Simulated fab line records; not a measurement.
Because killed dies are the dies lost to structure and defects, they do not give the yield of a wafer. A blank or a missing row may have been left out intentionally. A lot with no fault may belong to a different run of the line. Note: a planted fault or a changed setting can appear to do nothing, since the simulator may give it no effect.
What tool caused it?	flow n5-finfet	26 wafers from 9 lots sampled at 6 of the route's 1938 steps

WHAT THE GAUGES SHOWED, per wafer
N5_SD_ACTIVATION_RS_MEAS_03: the measuring method here is four-point-probe.
lot	measured	on	RS_SD_N (ohm/sq)	RS_SD_P (ohm/sq)
L364	day 3 19:14	film-metro-02	21.38 21.93 22.11	55.8 56.1 56.3
L367	day 4 12:28	film-metro-01	21.61 21.64 21.65	56.0 56.1 56.1
L369	day 4 21:28	film-metro-01	21.65 21.62 21.70	55.5 56.3 56.0
L370	day 5 06:11	film-metro-02	22.23 22.16 22.05	55.6 56.1 55.9
L372	day 5 15:44	film-metro-01	22.13 21.98 21.97	55.3 56.8 56.3
L374	day 6 07:23	film-metro-01	22.04 21.82	56.6 55.3
L378	day 7 03:50	film-metro-01	25.89 26.10 26.09	55.7 55.4 55.7
L380	day 7 16:44	film-metro-02	25.90 26.03 26.42	57.3 56.2 56.7
L385	day 8 23:49	film-metro-01	22.33 22.40 22.18	57.8 57.1 57.7

N5_ILD0_THK_MEAS_08.
lot	measured	on	thk-nm (nm)
L364	day 3 22:50	film-metro-02	136.4 137.5 137.1
L367	day 4 15:49	film-metro-01	137.1 135.7 137.9
L369	day 5 00:44	film-metro-01	137.5 137.4 137.9
L370	day 5 09:46	film-metro-01	137.4 138.9 138.3
L372	day 5 20:00	film-metro-01	137.6 138.2 139.6
L374	day 6 10:41	film-metro-02	139.5 138.6
L378	day 7 07:58	film-metro-01	139.2 138.6 138.4
L380	day 7 20:35	film-metro-01	138.5 138.9 138.0
L385	day 9 03:29	film-metro-02	139.6 139.0 139.2

N5_BEOL_M4_RC_MEAS_101.
lot	measured	on	DIBL_N (mV/V)	DIBL_P (mV/V)	IOFF_N (nA/um)	IOFF_P (nA/um)	ION_N (uA/um)	ION_P (uA/um)	RC_DENSE_N (ohm.um)	RC_N (ohm.um)	REXT_N (ohm.um)	RS_SD_N (ohm/sq)	SS_N (mV/dec)	SS_P (mV/dec)	VT_N (mV)	VT_P (mV)
L364	day 8 13:19	prober-02	35.8 36.7 36.7	38.3 38.5 39.2	0.15 0.16 0.16	0.19 0.20 0.21	669 675 667	455 463 458	19.0 19.2 19.1	15.4 15.5 15.5	76.9 77.0 77.9	27.5 28.1 28.4	71.9 71.5 71.4	74.0 73.6 74.5	251 249 250	-256 -255 -254
L367	day 9 02:05	prober-01	38.5 35.9 35.7	38.0 34.2 33.9	0.19 0.13 0.14	0.23 0.18 0.17	677 656 658	456 452 446	19.4 19.1 19.0	15.8 15.5 15.5	74.6 73.4 73.3	27.9 28.0 27.8	72.2 71.5 71.7	73.7 72.1 72.0	247 252 253	-252 -255 -257
L369	day 9 13:07	prober-02	36.4 37.5 35.8	38.5 39.4 37.3	0.17 0.19 0.16	0.25 0.26 0.23	664 675 666	460 465 461	18.7 18.2 18.9	15.2 15.0 15.5	73.7 72.1 73.0	28.2 28.0 27.9	72.0 71.8 71.3	73.9 73.2 73.3	248 248 248	-251 -251 -249
L370	day 10 02:21	prober-01	40.5 37.7 36.3	41.6 37.0 35.5	0.24 0.17 0.14	0.30 0.21 0.19	687 668 661	473 462 454	18.8 19.0 19.0	15.3 15.4 15.5	72.7 72.1 72.7	29.1 28.9 29.2	72.5 71.4 71.3	74.3 73.4 72.9	245 249 251	-245 -250 -251
L372	day 10 06:06	prober-01	38.8 40.4 39.5	40.5 43.5 43.2	0.21 0.25 0.25	0.24 0.30 0.30	681 695 703	464 458 476	19.2 18.8 19.0	15.6 15.5 15.4	73.4 73.3 73.6	28.8 28.4 28.8	71.4 72.5 71.6	74.4 75.2 75.5	245 245 241	-252 -245 -247
L374	day 11 02:36	prober-01	38.1 36.4	37.6 37.6	0.16 0.15	0.21 0.22	661 681	458 473	19.2 18.5	15.5 15.1	71.7 71.0	28.7 28.4	71.7 71.1	73.0 73.7	249 250	-251 -247
L378	day 11 21:56	prober-01	35.1 35.5 35.5	36.0 36.8 36.8	0.13 0.13 0.13	0.18 0.19 0.20	673 642 660	467 451 461	22.2 22.3 22.7	18.3 18.2 18.5	84.0 85.7 85.4	32.7 33.0 32.8	71.0 71.7 71.6	73.3 73.2 73.0	253 255 251	-256 -253 -252
L380	day 12 09:53	prober-01	37.0 36.5 36.0	38.6 38.4 38.1	0.18 0.17 0.16	0.23 0.25 0.23	669 667 660	463 463 459	22.5 22.6 22.3	18.5 18.5 18.2	80.6 80.9 81.8	32.6 32.9 33.4	72.2 71.1 70.9	73.4 73.4 73.0	248 249 252	-249 -247 -247
L385	day 13 19:45	prober-02	38.6 39.3 37.7	39.3 39.4 38.0	0.18 0.18 0.14	0.24 0.23 0.21	673 669 661	459 459 453	18.8 19.0 19.2	15.5 15.6 15.6	78.3 78.9 78.4	28.8 28.9 28.9	71.7 72.6 72.0	73.9 74.4 73.8	252 251 255	-252 -253 -255

WHAT TOOL EACH LOT RAN ON (gives the tool, then ch and the chambers of the sampled wafers, and finally the start)
lot	N5_SD_EPI_N_ETCHBACK_44	N5_SD_EPI_P_ETCH_16	N5_SD_ACTIVATION_LSA_01
L364	rie-diel-02 ch 0,1,3, day 3 10:03	rie-diel-04 ch 1,2, day 3 14:46	laser-anneal-01 ch 0, day 3 19:02
L367	rie-diel-01 ch 0,2, day 4 03:55	rie-diel-05 ch 1,2,3, day 4 08:56	laser-anneal-02 ch 0, day 4 12:16
L369	rie-diel-06 ch 0,2,3, day 4 11:51	rie-diel-04 ch 0,1, day 4 17:51	laser-anneal-02 ch 0, day 4 21:17
L370	rie-diel-06 ch 1,2, day 4 21:25	rie-diel-05 ch 1,2,3, day 5 02:33	laser-anneal-01 ch 0, day 5 06:00
L372	rie-diel-01 ch 0,1, day 5 07:11	rie-diel-04 ch 0,2,3, day 5 12:11	laser-anneal-01 ch 0, day 5 15:32
L374	rie-diel-06 ch 2, day 5 23:11	rie-diel-05 ch 0,3, day 6 03:49	laser-anneal-02 ch 0, day 6 07:13
L378	rie-diel-01 ch 0,2, day 6 18:46	rie-diel-03 ch 2,3, day 7 00:14	laser-anneal-02 ch 0, day 7 03:38
L380	rie-diel-02 ch 2,3, day 7 06:55	rie-diel-04 ch 1,3, day 7 12:22	laser-anneal-02 ch 0, day 7 16:32
L385	rie-diel-06 ch 0,1,2, day 8 14:09	rie-diel-05 ch 1,3, day 8 19:24	laser-anneal-01 ch 0, day 8 23:38
- N5_SD_EPI_N_ETCHBACK_44: etches SiNx in CH3F/O2, stops on SiO2, target depth 14.5 nm.
- N5_SD_EPI_P_ETCH_16: etches SiO2 in CHF3/O2, target depth 5 nm.
- N5_SD_ACTIVATION_LSA_01: time 0.0008 s.

WHAT THE TOOLS THEMSELVES READ (means of the sampled wafers that have a number; where no wafer has one, the mark that the record gives instead)
N5_SD_EPI_N_ETCHBACK_44.
lot	tool	drypump-motor-current-A (A)	oes-product-au (a.u.)	rf-vpp-V (V)	showerhead-plenum-p-Torr (Torr)	throttle-valve-pct (%)
L364	rie-diel-02	5.7	0.69	297	2.06	16.33
L367	rie-diel-01	6.0	0.73	300	2.10	16.21
L369	rie-diel-06	5.8	0.68	302	1.98	16.49
L370	rie-diel-06	6.3	0.67	302	2.02	16.58
L372	rie-diel-01	6.1	0.66	303	2.02	16.36
L374	rie-diel-06	5.7	0.79	300	1.96	16.13
L378	rie-diel-01	6.0	0.70	299	2.10	16.24
L380	rie-diel-02	6.0	0.77	307	2.03	15.88
L385	rie-diel-06	6.1	0.76	301	1.98	16.33

N5_SD_EPI_P_ETCH_16.
lot	tool	drypump-motor-current-A (A)	oes-product-au (a.u.)	rf-vpp-V (V)	showerhead-plenum-p-Torr (Torr)	throttle-valve-pct (%)
L364	rie-diel-04	5.0	0.75	524	2.34	18.89
L367	rie-diel-05	5.6	0.80	524	2.39	18.83
L369	rie-diel-04	5.4	0.77	529	2.37	18.96
L370	rie-diel-05	5.6	0.79	523	2.39	18.84
L372	rie-diel-04	5.6	0.86	520	2.42	18.72
L374	rie-diel-05	5.8	0.90	516	2.41	18.70
L378	rie-diel-03	5.9	0.87	539	2.42	18.83
L380	rie-diel-04	5.1	0.74	535	2.44	18.81
L385	rie-diel-05	5.4	0.79	516	2.38	18.84

N5_SD_ACTIVATION_LSA_01.
lot	tool	wafer_temp_C_max
L364	laser-anneal-01	1087.8
L367	laser-anneal-02	1084.0
L369	laser-anneal-02	1083.7
L370	laser-anneal-01	1086.7
L372	laser-anneal-01	1086.7
L374	laser-anneal-02	1084.1
L378	laser-anneal-02	1043.6
L380	laser-anneal-02	1043.7
L385	laser-anneal-01	1086.5

THE ANSWER, worked out from the rows above alone
Rule: the lots themselves supply what counts as usual. Put in order of their means at a reading, lots are off if they are a third of the lots or fewer, leave a main group of 4 or more, and stand apart from it by a gap of 3 or more times the standard deviation of the main group's means; of several such gaps the widest counts. A main group whose means are all the same, to the digits that the tables above print for the reading, isn't used. A lot without any number at a reading at which 4 lots or more have one is off too. The other lots that the step has rows for count as sound. The gauges are gone through in route order, then the tools' own readings, and for those a lot's mean is taken as printed above. At the first step where some lot is off, the reading lying furthest off is the one used; lots without a number count as furthest.
Off: L378, L380, seen at N5_SD_ACTIVATION_RS_MEAS_03 (RS_SD_N). The main group has a mean of 21.93 ohm/sq with a standard deviation of 0.23.
If a tool, at a process step before that reading, ran all the lots that are off and no sound lot after the first of them, it fits. Not tried: the gauges at N5_SD_ACTIVATION_RS_MEAS_03; whatever is off there is also off at N5_BEOL_M4_RC_MEAS_101, on other tools, and gauge error can't account for it. One fits: N5_SD_ACTIVATION_LSA_01 on laser-anneal-02. Its last sound lot is L374 (day 6 07:13), its first lot that is off L378 (day 7 03:38): a fault that began between those two fits.
The tool's own readings at N5_SD_ACTIVATION_LSA_01 bear it out: on the lots that are off they differ by more than 5 times the standard deviation of the sound lots' means. wafer_temp_C_max reads 1043.7 there against 1085.6 on the sound lots.

WHAT THE SIMULATOR PUT IN
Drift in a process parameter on laser-anneal-02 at N5_SD_ACTIVATION_LSA_01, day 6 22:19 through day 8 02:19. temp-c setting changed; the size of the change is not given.
Struck lots among those shown: L378, L380. Same finding as the rule above.
